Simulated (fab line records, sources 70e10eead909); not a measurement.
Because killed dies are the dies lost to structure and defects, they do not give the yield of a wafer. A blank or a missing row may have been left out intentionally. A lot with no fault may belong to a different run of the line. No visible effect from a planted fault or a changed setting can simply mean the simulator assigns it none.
The tool behind it: which one? || flow nandHarc || 6 lots, 18 wafers sampled, at 3 steps of a route of 1302

## WHAT EACH GAUGE READ, for each wafer
NHARC_P_GATE_CD_MEAS_26: target cd 120 nm.
{"lot": "L466", "measured": "day 5 20:37", "on": "cdSem-03", "cdNm (nm)": "120.0 119.6 121.2"}
{"lot": "L470", "measured": "day 7 14:07", "on": "cdSem-01", "cdNm (nm)": "119.7 120.4 119.8"}
{"lot": "L475", "measured": "day 9 15:45", "on": "cdSem-01", "cdNm (nm)": "120.7 119.8 120.3"}
{"lot": "L477", "measured": "day 10 09:32", "on": "cdSem-02", "cdNm (nm)": "119.9 119.5 119.8"}
{"lot": "L480", "measured": "day 11 19:44", "on": "cdSem-02", "cdNm (nm)": "119.9 120.7 120.3"}
{"lot": "L483", "measured": "day 12 22:52", "on": "cdSem-02", "cdNm (nm)": "120.3 120.5 121.2"}

## WHICH TOOL RAN EACH LOT (tool, then ch and the chambers of the sampled wafers, then the start)
{"lot": "L466", "NHARC_P_STI_ETCH_31": "rieDiel-10 ch 0,1, day 3 17:23 or earlier", "NHARC_P_GATE_PEB_24": "lithoTrack-01 ch 0, day 5 20:32"}
{"lot": "L470", "NHARC_P_STI_ETCH_31": "rieDiel-06 ch 0,1, day 5 11:02 or earlier", "NHARC_P_GATE_PEB_24": "lithoTrack-06 ch 0, day 7 14:01"}
{"lot": "L475", "NHARC_P_STI_ETCH_31": "rieDiel-10 ch 0,2,3, day 7 12:08 or earlier", "NHARC_P_GATE_PEB_24": "lithoTrack-06 ch 0, day 9 15:40"}
{"lot": "L477", "NHARC_P_STI_ETCH_31": "rieDiel-06 ch 0,1, day 8 05:27 or earlier", "NHARC_P_GATE_PEB_24": "lithoTrack-01 ch 0, day 10 09:27"}
{"lot": "L480", "NHARC_P_STI_ETCH_31": "rieDiel-06 ch 0,1,3, day 9 13:12 or earlier", "NHARC_P_GATE_PEB_24": "lithoTrack-06 ch 0, day 11 19:39"}
{"lot": "L483", "NHARC_P_STI_ETCH_31": "rieDiel-10 ch 1,2,3, day 10 18:05 or earlier", "NHARC_P_GATE_PEB_24": "lithoTrack-04 ch 0, day 12 22:47"}
- NHARC_P_STI_ETCH_31: etches the open film in CF4/CHF3, target depth 108.9 nm, time 54.5 s.
- NHARC_P_GATE_PEB_24: peb time 65 s.

## THE ANSWER, worked out from the rows above alone
Rule: the usual values come from the lots themselves. Put in order of their means at a reading, lots are off if they are a third of the lots or fewer, leave a main group of 4 or more, and stand apart from it by a gap of 3 or more times the standard deviation of the main group's means; of several such gaps the widest counts. The tables above print the reading to a certain number of digits; a main group whose means all agree to those digits is not used. Also off: a lot with no number at a reading for which 4 or more lots have one. All remaining lots with rows at the step are treated as sound.
Nothing can be told from this: no lot is off at any reading shown.

## WHAT THE SIMULATOR HAD INSERTED
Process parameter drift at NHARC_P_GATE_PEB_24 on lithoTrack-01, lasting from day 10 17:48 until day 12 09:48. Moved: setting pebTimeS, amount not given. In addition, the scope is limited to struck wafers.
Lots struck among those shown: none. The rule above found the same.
